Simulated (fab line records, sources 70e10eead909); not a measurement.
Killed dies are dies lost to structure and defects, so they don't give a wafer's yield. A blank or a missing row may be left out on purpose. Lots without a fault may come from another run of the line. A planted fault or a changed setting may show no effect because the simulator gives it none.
fab line records | flow nand_harc
record lots=6 wafers=18 last_day=24
route steps=1159 shown A_SOURCE_PLATE@414 A_ONON_D1@424 A_CHANNEL_HOLE_D1@450 END@1159
lots that met no fault: from a run of the same line without faults
start_h: hours from the record's first day to the start of the lot's first wafer shown | wait_h: hours since the lot's step before | " the same as in the row above | L1.1+2: a row that stands for several wafers | - no value, or no start given | * or withheld: withheld | < > ~ a bound
route shown NAME@n: a module of which the file shows steps, and the number in the route of the first | usual: mean/standard deviation of fault-free wafers | same: alike in all rows | chamber/n: place in a boat | sites: the reading at each site | _std_site: their standard deviation | _edge_site: outer sites' mean less inner sites' | radius_mm: how far each site lies from the wafer's centre | mask NAME#n: copy n | behind: the tool/chamber that last shaped the wafer | hold: why the lot was held/for how many hours/how that ended | device: the transistor (n, p or np) that didn't switch | end of line: the same wafers' tests at the end of the route | a step without rows: its recipe alone | killed: dies lost to structure and defects at the first sort, not the wafer's yield | map: a wafer's dies, x killed, . not, _ none there
set.NAME: the setting as run; set.NAME@STEP: as run at that earlier step | model.NAME: the simulator's own value behind a step, which no gauge read
lots at some steps of the route; a table a step, a row a wafer
services: from which hour (start_h, from the record's first day; less than 0 if before it) a tool's chamber was out of use, for how many hours, and why
## steps
# step NHARC_A_SOURCE_PLATE_SRD_01
# step NHARC_A_SOURCE_PLATE_OXIDE_02
# recipe target_thk_a=100 temp_c=900 ox_time_s=1362 material=SiO2
# step NHARC_A_SOURCE_PLATE_THK_MEAS_09
# recipe thk_meas_gauge=ellipsometry
# usual thk_nm=9.8/1
# columns lot.wafer tool chamber start_h wait_h thk_nm
L523.1 film_metro-01 - 154.48 0.4 9.5
L523.4 " - " " 9.3
L523.5 " - " " 7.8
L524.2 film_metro-02 - 164.21 0.4 10.1
L524.3 " - " " 8.5
L524.5 " - " " 9.7
L526.1 film_metro-01 - 181.31 0.4 10.7
L526.2 " - " " 9.0
L526.5 " - " " 8.1
L538.1 film_metro-01 - 246.96 0.4 11.9
L538.4 " - " " 9.2
L538.5 " - " " 12.0
L543.2 film_metro-01 - 271.63 0.4 10.7
L543.5 " - " " 8.8
L543.6 " - " " 10.3
L544.1 film_metro-02 - 281.42 0.4 11.1
L544.2 " - " " 11.0
L544.3 " - " " 9.0
# step NHARC_A_SOURCE_PLATE_PVD_04
# recipe target_thk_a=500 material=WSi2
# step NHARC_A_SOURCE_PLATE_CVD_03
# recipe target_thk_a=2000 temp_c=620 pressure_mtorr=200 time_s=4000 material=poly-Si
# step NHARC_A_SOURCE_PLATE_ANNEAL_05
# recipe temp_c=850 time_s=1800
# step NHARC_A_SOURCE_PLATE_THK_MEAS_06
# recipe thk_meas_gauge=ellipsometry
# usual thk_nm=199.3/2.2
# columns lot.wafer tool chamber start_h wait_h thk_nm
L523.1 film_metro-01 - 167.51 0.4 201.4
L523.4 " - " " 204.9
L523.5 " - " " 202.2
L524.2 film_metro-01 - 177.31 0.4 200.1
L524.3 " - " " 197.2
L524.5 " - " " 197.6
L526.1 film_metro-01 - 196.39 0.4 200.6
L526.2 " - " " 200.4
L526.5 " - " " 199.7
L538.1 film_metro-02 - 260.07 0.4 198.1
L538.4 " - " " 198.8
L538.5 " - " " 197.4
L543.2 film_metro-01 - 284.43 0.4 203.2
L543.5 " - " " 203.3
L543.6 " - " " 199.8
L544.1 film_metro-02 - 295.05 0.4 198.3
L544.2 " - " " 197.9
L544.3 " - " " 196.6
# step NHARC_A_SOURCE_PLATE_INSPECT_08
# usual raw_defect_count=62/23
# columns lot.wafer tool chamber start_h wait_h raw_defect_count
L523.1 defect_inspect-01 - 167.59 0.0 50
L523.4 " - " " 71
L523.5 " - " " 58
L524.2 defect_inspect-02 - 177.38 0.0 78
L524.3 " - " " 63
L524.5 " - " " 53
L526.1 defect_inspect-02 - 196.48 0.0 76
L526.2 " - " " 54
L526.5 " - " " 41
L538.1 defect_inspect-01 - 260.13 0.0 77
L538.4 " - " " 53
L538.5 " - " " 102
L543.2 defect_inspect-02 - 284.49 0.0 44
L543.5 " - " " 46
L543.6 " - " " 68
L544.1 defect_inspect-01 - 295.14 0.0 86
L544.2 " - " " 54
L544.3 " - " " 68
# step NHARC_A_ONON_D1_DEP_00
# recipe target_thk_a=10000 n2_flow_sccm=2750 n2o_flow_sccm=2000 nh3_flow_sccm=500 sih4_flow_sccm=210 temp_c=400
# step NHARC_A_ONON_D1_THK_MEAS_02
# recipe thk_meas_gauge=ellipsometry
# usual thk_nm=998/9.7
# columns lot.wafer tool chamber start_h wait_h thk_nm
L523.1 film_metro-02 - 168.17 - 993
L523.4 " - " " 994
L523.5 " - " " 992
L524.2 film_metro-01 - 177.96 - 984
L524.3 " - " " 987
L524.5 " - " " 985
L526.1 film_metro-02 - 197.05 - 994
L526.2 " - " " 992
L526.5 " - " " 993
L538.1 film_metro-01 - 260.71 - 1000
L538.4 " - " " 1003
L538.5 " - " " 1002
L543.2 film_metro-01 - 285.09 - 1007
L543.5 " - " " 1007
L543.6 " - " " 1007
L544.1 film_metro-01 - 296.03 - 988
L544.2 " - " " 989
L544.3 " - " " 989
# step NHARC_A_ONON_D1_DEP_03
# recipe target_thk_a=10000 n2_flow_sccm=2750 n2o_flow_sccm=2000 nh3_flow_sccm=500 sih4_flow_sccm=210 temp_c=400
# usual n2_flow_sccm=2752/7.3
# columns lot.wafer tool chamber start_h wait_h n2_flow_sccm
L523.1 pecvd_onon-02 0 168.23 0.1 2748
L523.4 " 0 " " 2738
L523.5 " 0 " " 2753
L524.2 pecvd_onon-03 0 178.07 0.1 2754
L524.3 " 0 " " 2741
L524.5 " 0 " " 2751
L526.1 pecvd_onon-04 0 197.11 0.1 2754
L526.2 " 0 " " 2759
L526.5 " 0 " " 2749
L538.1 pecvd_onon-04 0 260.77 0.1 2740
L538.4 " 0 " " 2758
L538.5 " 0 " " 2750
L543.2 pecvd_onon-03 0 285.20 0.1 2752
L543.5 " 0 " " 2744
L543.6 " 0 " " 2757
L544.1 pecvd_onon-03 0 296.09 0.1 2744
L544.2 " 0 " " 2744
L544.3 " 0 " " 2738
# step NHARC_A_ONON_D1_THK_MEAS_05
# recipe thk_meas_gauge=ellipsometry
# usual thk_nm=1001/15
# columns lot.wafer tool chamber start_h wait_h thk_nm
L523.1 film_metro-01 - 168.74 - 1003
L523.4 " - " " 1004
L523.5 " - " " 1003
L524.2 film_metro-02 - 178.52 - 995
L524.3 " - " " 995
L524.5 " - " " 995
L526.1 film_metro-02 - 197.62 - 999
L526.2 " - " " 996
L526.5 " - " " 998
L538.1 film_metro-01 - 261.28 - 990
L538.4 " - " " 991
L538.5 " - " " 992
L543.2 film_metro-02 - 285.65 - 1007
L543.5 " - " " 1005
L543.6 " - " " 1005
L544.1 film_metro-01 - 296.60 - 1008
L544.2 " - " " 1011
L544.3 " - " " 1010
# step NHARC_A_ONON_D1_DEP_06
# recipe target_thk_a=10000 n2_flow_sccm=2750 n2o_flow_sccm=2000 nh3_flow_sccm=500 sih4_flow_sccm=210 temp_c=400
# step NHARC_A_ONON_D1_THK_MEAS_08
# recipe thk_meas_gauge=ellipsometry
# usual thk_nm=999/13
# columns lot.wafer tool chamber start_h wait_h thk_nm
L523.1 film_metro-01 - 169.31 - 1004
L523.4 " - " " 1004
L523.5 " - " " 1005
L524.2 film_metro-02 - 179.08 - 996
L524.3 " - " " 998
L524.5 " - " " 1000
L526.1 film_metro-01 - 198.18 - 1004
L526.2 " - " " 1006
L526.5 " - " " 1004
L538.1 film_metro-01 - 261.85 - 964
L538.4 " - " " 963
L538.5 " - " " 965
L543.2 film_metro-01 - 286.25 - 997
L543.5 " - " " 997
L543.6 " - " " 997
L544.1 film_metro-01 - 297.17 - 988
L544.2 " - " " 988
L544.3 " - " " 987
# step NHARC_A_ONON_D1_DEP_09
# recipe target_thk_a=10000 n2_flow_sccm=2750 n2o_flow_sccm=2000 nh3_flow_sccm=500 sih4_flow_sccm=210 temp_c=400
# step NHARC_A_ONON_D1_THK_MEAS_11
# recipe thk_meas_gauge=ellipsometry
# usual thk_nm=1000/6.2
# columns lot.wafer tool chamber start_h wait_h thk_nm
L523.1 film_metro-02 - 169.90 - 996
L523.4 " - " " 996
L523.5 " - " " 995
L524.2 film_metro-02 - 179.65 - 1000
L524.3 " - " " 1002
L524.5 " - " " 1002
L526.1 film_metro-02 - 198.75 - 992
L526.2 " - " " 990
L526.5 " - " " 991
L538.1 film_metro-02 - 262.42 - 997
L538.4 " - " " 997
L538.5 " - " " 996
L543.2 film_metro-01 - 286.84 - 1010
L543.5 " - " " 1009
L543.6 " - " " 1009
L544.1 film_metro-01 - 297.74 - 1002
L544.2 " - " " 1000
L544.3 " - " " 1001
# step NHARC_A_ONON_D1_DEP_12
# recipe target_thk_a=10000 n2_flow_sccm=2750 n2o_flow_sccm=2000 nh3_flow_sccm=500 sih4_flow_sccm=210 temp_c=400
# step NHARC_A_ONON_D1_THK_MEAS_14
# recipe thk_meas_gauge=ellipsometry
# usual thk_nm=1000/9.1
# columns lot.wafer tool chamber start_h wait_h thk_nm
L523.1 film_metro-01 - 170.46 - 996
L523.4 " - " " 998
L523.5 " - " " 997
L524.2 film_metro-01 - 180.22 - 998
L524.3 " - " " 998
L524.5 " - " " 998
L526.1 film_metro-02 - 199.32 - 996
L526.2 " - " " 998
L526.5 " - " " 998
L538.1 film_metro-02 - 263.12 - 1010
L538.4 " - " " 1008
L538.5 " - " " 1010
L543.2 film_metro-01 - 287.40 - 977
L543.5 " - " " 977
L543.6 " - " " 977
L544.1 film_metro-02 - 298.31 - 999
L544.2 " - " " 1001
L544.3 " - " " 1000
# step NHARC_A_ONON_D1_ANNEAL_15
# recipe temp_c=750 time_s=3600
# step NHARC_A_ONON_D1_DEP_16
# recipe target_thk_a=10000 n2_flow_sccm=2750 n2o_flow_sccm=2000 nh3_flow_sccm=500 sih4_flow_sccm=210 temp_c=400
# step NHARC_A_ONON_D1_THK_MEAS_18
# recipe thk_meas_gauge=ellipsometry
# usual thk_nm=1001/8.6
# columns lot.wafer tool chamber start_h wait_h thk_nm
L523.1 film_metro-01 - 178.14 - 980
L523.4 " - " " 983
L523.5 " - " " 982
L524.2 film_metro-02 - 189.65 - 1006
L524.3 " - " " 1005
L524.5 " - " " 1007
L526.1 film_metro-02 - 206.97 - 996
L526.2 " - " " 996
L526.5 " - " " 996
L538.1 film_metro-01 - 272.48 - 1007
L538.4 " - " " 1008
L538.5 " - " " 1009
L543.2 film_metro-01 - 294.57 - 1000
L543.5 " - " " 998
L543.6 " - " " 1000
L544.1 film_metro-02 - 305.67 - 987
L544.2 " - " " 986
L544.3 " - " " 984
# step NHARC_A_ONON_D1_DEP_19
# recipe target_thk_a=10000 n2_flow_sccm=2750 n2o_flow_sccm=2000 nh3_flow_sccm=500 sih4_flow_sccm=210 temp_c=400
# step NHARC_A_ONON_D1_THK_MEAS_21
# recipe thk_meas_gauge=ellipsometry
# usual thk_nm=1001/9
# columns lot.wafer tool chamber start_h wait_h thk_nm
L523.1 film_metro-02 - 178.71 - 997
L523.4 " - " " 996
L523.5 " - " " 995
L524.2 film_metro-02 - 190.22 - 988
L524.3 " - " " 987
L524.5 " - " " 989
L526.1 film_metro-01 - 207.53 - 995
L526.2 " - " " 997
L526.5 " - " " 996
L538.1 film_metro-01 - 273.17 - 1014
L538.4 " - " " 1014
L538.5 " - " " 1014
L543.2 film_metro-01 - 295.14 - 1007
L543.5 " - " " 1007
L543.6 " - " " 1006
L544.1 film_metro-02 - 306.24 - 999
L544.2 " - " " 998
L544.3 " - " " 999
# step NHARC_A_ONON_D1_DEP_22
# recipe target_thk_a=10000 n2_flow_sccm=2750 n2o_flow_sccm=2000 nh3_flow_sccm=500 sih4_flow_sccm=210 temp_c=400
# step NHARC_A_ONON_D1_THK_MEAS_24
# recipe thk_meas_gauge=ellipsometry
# usual thk_nm=998/7.7
# columns lot.wafer tool chamber start_h wait_h thk_nm
L523.1 film_metro-01 - 179.28 - 998
L523.4 " - " " 997
L523.5 " - " " 998
L524.2 film_metro-02 - 190.82 - 994
L524.3 " - " " 993
L524.5 " - " " 991
L526.1 film_metro-01 - 208.11 - 988
L526.2 " - " " 986
L526.5 " - " " 988
L538.1 film_metro-02 - 273.77 - 997
L538.4 " - " " 998
L538.5 " - " " 997
L543.2 film_metro-02 - 295.71 - 1012
L543.5 " - " " 1011
L543.6 " - " " 1014
L544.1 film_metro-02 - 306.81 - 999
L544.2 " - " " 1001
L544.3 " - " " 1000
# step NHARC_A_ONON_D1_DEP_25
# recipe target_thk_a=10000 n2_flow_sccm=2750 n2o_flow_sccm=2000 nh3_flow_sccm=500 sih4_flow_sccm=210 temp_c=400
# step NHARC_A_ONON_D1_THK_MEAS_27
# recipe thk_meas_gauge=ellipsometry
# usual thk_nm=997/11
# columns lot.wafer tool chamber start_h wait_h thk_nm
L523.1 film_metro-01 - 179.85 - 978
L523.4 " - " " 981
L523.5 " - " " 980
L524.2 film_metro-02 - 191.39 - 982
L524.3 " - " " 982
L524.5 " - " " 982
L526.1 film_metro-02 - 208.68 - 1004
L526.2 " - " " 1002
L526.5 " - " " 1002
L538.1 film_metro-02 - 274.33 - 992
L538.4 " - " " 991
L538.5 " - " " 991
L543.2 film_metro-01 - 296.38 - 1006
L543.5 " - " " 1003
L543.6 " - " " 1006
L544.1 film_metro-02 - 307.38 - 1014
L544.2 " - " " 1013
L544.3 " - " " 1012
# step NHARC_A_ONON_D1_DEP_28
# recipe target_thk_a=10000 n2_flow_sccm=2750 n2o_flow_sccm=2000 nh3_flow_sccm=500 sih4_flow_sccm=210 temp_c=400
# step NHARC_A_ONON_D1_THK_MEAS_30
# recipe thk_meas_gauge=ellipsometry
# usual thk_nm=1001/10
# columns lot.wafer tool chamber start_h wait_h thk_nm
L523.1 film_metro-02 - 180.43 - 1007
L523.4 " - " " 1005
L523.5 " - " " 1006
L524.2 film_metro-01 - 191.96 - 998
L524.3 " - " " 997
L524.5 " - " " 997
L526.1 film_metro-02 - 209.25 - 1004
L526.2 " - " " 1006
L526.5 " - " " 1006
L538.1 film_metro-01 - 274.90 - 985
L538.4 " - " " 983
L538.5 " - " " 984
L543.2 film_metro-02 - 296.96 - 1004
L543.5 " - " " 1002
L543.6 " - " " 1004
L544.1 film_metro-02 - 307.94 - 1013
L544.2 " - " " 1010
L544.3 " - " " 1009
# step NHARC_A_ONON_D1_DEP_33
# recipe target_thk_a=2000 temp_c=400 pressure_torr=6.5 rf_w=900 teos_flow_sccm=161.4 flow_sccm=2650 target_thk_nm=200 gas=O2 material=SiO2
# usual chamber_pressure_Torr=6.500/0.015 flow_sccm=2650/8.4 heater_power_w=535/82 throttle_valve_pct=15.9/0.5
# columns lot.wafer tool chamber start_h wait_h chamber_pressure_Torr flow_sccm heater_power_w throttle_valve_pct
L523.1 pecvd-04 1 180.69 0.3 6.495 2641 467 15.9
L523.4 " 2 " " 6.501 2652 603 16.0
L523.5 " 0 " " 6.502 2653 462 15.4
L524.2 pecvd-01 1 192.01 0.1 6.483 2661 542 15.6
L524.3 " 2 " " 6.513 2647 676 15.9
L524.5 " 0 " " 6.519 2645 469 15.3
L526.2 pecvd-01 1 209.31 0.1 6.486 2646 496 15.7
L526.1 " 0 " " 6.517 2653 529 15.5
L526.5 " 0 " " 6.518 2660 527 15.4
L538.1 pecvd-03 2 274.96 0.1 6.487 2643 533 16.4
L538.4 " 0 " " 6.494 2641 524 16.5
L538.5 " 1 " " 6.490 2637 496 16.6
L543.2 pecvd-01 0 297.19 0.2 6.503 2656 555 15.3
L543.6 " 1 " " 6.476 2649 590 15.3
L543.5 " 2 " " 6.490 2639 708 15.3
L544.3 pecvd-04 1 308.00 0.1 6.500 2663 442 15.8
L544.1 " 2 " " 6.508 2645 569 15.7
L544.2 " 0 " " 6.518 2652 422 15.8
# step NHARC_A_ONON_D1_THK_MEAS_34
# recipe thk_meas_gauge=ellipsometry
# usual thk_nm=199.3/2.7
# columns lot.wafer tool chamber start_h wait_h thk_nm
L523.1 film_metro-01 - 181.10 - 195.3
L523.4 " - " " 198.3
L523.5 " - " " 200.3
L524.2 film_metro-02 - 192.46 - 200.2
L524.3 " - " " 197.7
L524.5 " - " " 204.4
L526.1 film_metro-02 - 209.73 - 198.9
L526.2 " - " " 201.2
L526.5 " - " " 202.6
L538.1 film_metro-02 - 275.37 - 194.3
L538.4 " - " " 200.2
L538.5 " - " " 202.2
L543.2 film_metro-02 - 297.61 - 200.7
L543.5 " - " " 202.0
L543.6 " - " " 200.4
L544.1 film_metro-02 - 308.41 - 198.7
L544.2 " - " " 199.6
L544.3 " - " " 202.2
# step NHARC_A_CHANNEL_HOLE_D1_DEP_00
# recipe target_thk_a=31000 temp_c=400 material=aC
# usual throttle_valve_pct=35.001/0.0082
# columns lot.wafer tool chamber start_h wait_h throttle_valve_pct
L523.1 acl_dep-01 0 183.07 1.9 35.007
L523.4 " 0 " " 34.992
L523.5 " 0 " " 34.988
L524.2 acl_dep-02 0 192.90 0.4 35.016
L524.3 " 0 " " 34.991
L524.5 " 0 " " 34.999
L526.1 acl_dep-03 0 210.65 0.8 35.006
L526.2 " 0 " " 34.995
L526.5 " 0 " " 35.012
L538.1 acl_dep-01 0 275.50 0.1 34.990
L538.4 " 0 " " 35.003
L538.5 " 0 " " 35.014
L543.2 acl_dep-03 0 301.82 4.1 35.005
L543.5 " 0 " " 35.013
L543.6 " 0 " " 35.001
L544.1 acl_dep-01 0 310.49 2.0 34.996
L544.2 " 0 " " 35.001
L544.3 " 0 " " 34.990
# step NHARC_A_CHANNEL_HOLE_D1_DEP_01
# recipe target_thk_a=1400 target_thk_nm=140 temp_c=400 pressure_torr=3.5 flow_sccm=200 rf_w=350 material=SiON
# usual chamber_pressure_Torr=3.500/0.0072 heater_power_w=739/91
# columns lot.wafer tool chamber start_h wait_h chamber_pressure_Torr heater_power_w
L523.1 pecvd-01 1 185.00 1.6 3.495 641
L523.4 " 2 " " 3.500 877
L523.5 " 0 " " 3.505 729
L524.3 pecvd-01 0 194.59 1.1 3.494 630
L524.2 " 1 " " 3.491 761
L524.5 " 0 " " 3.504 634
L526.1 pecvd-01 1 212.61 1.6 3.506 774
L526.2 " 2 " " 3.500 916
L526.5 " 1 " " 3.502 777
L538.1 pecvd-02 0 277.48 1.7 3.497 790
L538.4 " 2 " " 3.511 793
L538.5 " 0 " " 3.495 803
L543.2 pecvd-04 1 303.48 1.3 3.494 546
L543.6 " 0 " " 3.502 593
L543.5 " 1 " " 3.503 546
L544.2 pecvd-02 0 312.42 1.3 3.504 677
L544.1 " 1 " " 3.496 775
L544.3 " 2 " " 3.496 794
# step NHARC_A_CHANNEL_HOLE_D1_DEHYDRATE_02
# recipe temp_c=150 time_s=120
# step NHARC_A_CHANNEL_HOLE_D1_HMDS_03
# recipe time_s=30
# step NHARC_A_CHANNEL_HOLE_D1_COAT_36
# recipe temp_c=260 time_s=75
# step NHARC_A_CHANNEL_HOLE_D1_COAT_37
# recipe temp_c=225 time_s=65
# step NHARC_END_SORT_01
# recipe temp_c=25
# usual killed_at_array=25/9.5 killed_at_other=0.8/1.2 killed_at_periphery=3.4/2.2 killed_dies=29/10 killed_open=3.3/1.8 killed_short=2.1/1.4
# same gross_dies=677
# columns lot.wafer tool chamber start_h wait_h killed_at_array killed_at_other killed_at_periphery killed_dies killed_open killed_short
L544.1 prober-02 0 575.68 2.5 79 0 5 84 1 3
L544.2 prober-02 0 576.48 2.8 98 1 0 99 2 2
L544.3 prober-02 0 577.29 3.1 88 0 1 89 1 3
L543.2 prober-02 0 584.30 2.8 101 1 2 104 4 3
L543.5 prober-02 0 586.69 3.7 97 0 1 98 1 0
L543.6 prober-02 0 587.49 4.0 88 0 4 92 2 4
# killed by level:class
L544.1 A_ONON_D1:unspecified=72 P_ZERO_WELL:chamber_film_flake=3 A_M0:geometric_particle:short=2 A_CHANNEL_HOLE_D1:chamber_film_flake=2 P_M0:geometric_particle:open=1 A_WL_FILL:geometric_particle:short=1 P_STI:chamber_film_flake=1 A_SLIT:chamber_film_flake=1
L544.2 A_ONON_D1:unspecified=75 A_CHANNEL_HOLE_D1:chamber_film_flake=10 A_CONTACT:chamber_film_flake=4 A_STAIRCASE:chamber_film_flake=2 A_CHANNEL_FILL_D1:geometric_particle:short=1 A_CONTACT:geometric_particle:short=1 A_CONTACT:geometric_particle:open=1 A_M1:geometric_particle:open=1
L544.3 A_ONON_D1:unspecified=74 A_CHANNEL_HOLE_D1:chamber_film_flake=6 A_CONTACT:chamber_film_flake=3 A_SOURCE_PLATE:geometric_particle:short=1 A_CHANNEL_FILL_D1:geometric_particle:short=1 A_WL_FILL:geometric_particle:short=1 A_WL_FILL:geometric_particle:open=1 P_ZERO_WELL:chamber_film_flake=1
L543.2 A_ONON_D1:unspecified=73 A_SLIT:chamber_film_flake=10 A_CONTACT:chamber_film_flake=5 A_CHANNEL_HOLE_D1:chamber_film_flake=3 A_WL_FILL:chamber_film_flake=3 A_M0:geometric_particle:open=2 P_ZERO_WELL:chamber_film_flake=2 A_SOURCE_PLATE:geometric_particle:open=1
L543.5 A_ONON_D1:unspecified=66 A_SLIT:chamber_film_flake=20 A_CHANNEL_HOLE_D1:chamber_film_flake=4 A_STAIRCASE:chamber_film_flake=3 A_CONTACT:chamber_film_flake=3 A_CONTACT:geometric_particle:open=1 P_ZERO_WELL:chamber_film_flake=1
L543.6 A_ONON_D1:unspecified=60 A_SLIT:chamber_film_flake=9 A_CHANNEL_HOLE_D1:chamber_film_flake=5 A_CONTACT:chamber_film_flake=4 P_ZERO_WELL:chamber_film_flake=3 A_WL_FILL:chamber_film_flake=3 P_CONTACT:geometric_particle:short=1 A_CHANNEL_FILL_D1:geometric_particle:open=1
# map L543.2 (x killed, . not)
____________x____________
_________..xxxxx_________
_______...x.x..x.._______
______......x.x..xx______
_____........x....xx_____
____............xxxxx____
____........x...xxxxx____
___...........xxxxxxxx___
___.............xxxxxx___
__.............xxxxxxxx__
__.............xxxxxxxx__
_........x.....xxxxxxxxx_
_....x..........xxxxxx.x_
_................xxxxxx._
_..x...x..........xxxx.._
_.........x......xxxx..._
.................xx......
.x.x........x......x.....
.........................
.........................
.....................x...
_.x...........x........._
_......................._
_......................._
_......................._
_......................x_
__.....................__
__.....................__
___...................___
___...................___
____...........x.....____
____.................____
_____..............._____
______.............______
_______..x........_______
_________......._________
____________.____________
# map L544.2 (x killed, . not)
____________.____________
_________......._________
_______..........._______
______.............______
_____...........xxxx_____
____............xxxxx____
____.............xxxx____
___............xxxxxxx___
___............xxxxxxx___
__.............xxxxxxx.__
__.............xxxxxxxx__
_...............xxxxxxxx_
_..........x..x.xxxxxxxx_
_.....x.........xxxxxx.._
_....x..........xx..xxx._
_......................._
.................x.xx....
....x............x.xx....
.x.......................
.........................
........x.x..............
_...........x..........._
_..........x......x.x..._
_.........xx............_
_...........xx.........._
_..x........xx.........._
__..................x..__
__............x........__
___...................___
___.........x.........___
____........x........____
____.................____
_____.......x......._____
______.............______
_______..........._______
_________......._________
____________.____________
## services
# columns tool chamber start_h hours kind
pecvd_onon-03 - 153.41 13.0 pm
pecvd-02 - 153.53 13.0 pm
pecvd-04 1 153.72 23.2 repair
acl_dep-02 - 168.43 13.0 pm
pecvd-03 - 189.66 0.6 repair
pecvd-04 - 195.42 13.0 pm
pecvd-01 - 195.76 0.9 repair
pecvd-02 - 219.77 1.0 repair
acl_dep-03 - 224.94 13.0 pm
pecvd_onon-04 - 237.00 13.0 pm
pecvd-01 - 237.11 13.0 pm
pecvd-01 0 237.11 13.0 vent_cycle
pecvd-01 1 237.11 13.0 vent_cycle
pecvd-01 2 237.11 13.0 vent_cycle
pecvd-01 0 250.11 - clean
pecvd-01 1 250.11 - clean
pecvd-01 2 250.11 - clean
pecvd-01 - 264.26 2.1 repair
pecvd-04 0 277.09 19.1 repair
pecvd-04 2 282.54 19.9 repair
pecvd_onon-02 - 292.00 13.0 pm
pecvd-03 - 292.23 13.0 pm
acl_dep-01 - 293.80 13.0 pm
pecvd-02 - 300.15 1.2 repair
## key
first_sign step=NHARC_END_SORT_01 reading=killed_at_array direction=up sigmas=7 usual=25 struck=92
effect step=NHARC_END_SORT_01 reading=killed_dies direction=up sigmas=6.4 usual=29 struck=94
more_kills_born_at NHARC_A_ONON_D1_DEP_03@pecvd_onon-03=420
met_at NHARC_A_ONON_D1_DEP_03
struck_wafers L543.2,L543.5,L543.6,L544.1,L544.2,L544.3
tester_left_out L543,L544
onset_between 178.07 285.20
also_fits time
fault kind=chamber_particle_source tool=pecvd_onon-03 chamber=- onset_h=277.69 steps=NHARC_A_ONON_D1_DEP_03 rate_per_visit_cm2=0.64169 end_h=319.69
# tester_left_out: of these lots the tester's yield and bins aren't shown, on N5 and GAA mostly nor the transistor test; their killed dies are dies lost to structure and defects alone, not to doping, threshold or leakage, so they don't give the yield
